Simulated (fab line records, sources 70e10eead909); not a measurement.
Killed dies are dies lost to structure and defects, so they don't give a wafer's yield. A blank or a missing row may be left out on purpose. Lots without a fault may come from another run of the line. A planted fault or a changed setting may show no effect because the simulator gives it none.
Chamber matching | flow nand_harc | NHARC_A_STAIRCASE_DEP_322 on pecvd-02: 3 sister chambers
The step deposits SiO2, target thk 3800 nm. 16 wafers are shown with their chamber, then 8 later ones without.

WAFERS WITH THEIR CHAMBER
wafer  | chamber | heater_power_w (W)
L074.1 | 2       | 532
L074.2 | 0       | 780
L074.3 | 1       | 764
L080.1 | 2       | 457
L080.5 | 1       | 719
L080.6 | 2       | 456
L088.1 | 2       | 467
L088.3 | 1       | 743
L088.4 | 2       | 464
L086.1 | 2       | 501
L086.2 | 1       | 838
L086.4 | 1       | 687
L090.2 | 1       | 806
L090.4 | 0       | 657
L090.5 | 2       | 479
L092.1 | 2       | 563

SIGNATURES (means of the wafers above)
reading        | chamber 0 | chamber 1 | chamber 2 | scatter within a chamber
heater_power_w | 718.50    | 759.50    | 489.88    | 51
Rule: a wafer's distance from a chamber is the root of the sum, over the readings, of the square of ((its reading less the chamber's mean) divided by the reading's scatter). The wafer belongs to the nearest chamber; if the next one is less than 2 further off, it can't be placed. The scatter: the root of (the sum of the squares of (reading less its chamber's mean) over the shown wafers, divided by (wafers less chambers)).

WAFERS WITHOUT THEIR CHAMBER
wafer  | heater_power_w (W)
L092.3 | 802
L092.5 | 687
L093.1 | 588
L093.3 | 806
L093.4 | 668
L097.2 | 762
L097.4 | 662
L097.6 | 676

WHICH CHAMBER EACH WENT THROUGH
wafer  | from the rows above          | in truth
L092.3 | can't be placed: 1 or 0      | 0
L092.5 | can't be placed: 0 or 1      | 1
L093.1 | can't be placed: 2 or 0 or 1 | 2
L093.3 | can't be placed: 1 or 0      | 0
L093.4 | can't be placed: 0 or 1      | 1
L097.2 | can't be placed: 1 or 0      | 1
L097.4 | can't be placed: 0 or 1      | 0
L097.6 | can't be placed: 0 or 1      | 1
Placed correctly: 0 of 8. Can't be placed from these rows: 8 (the true chamber is among the candidates in 8). Placed wrongly: 0.
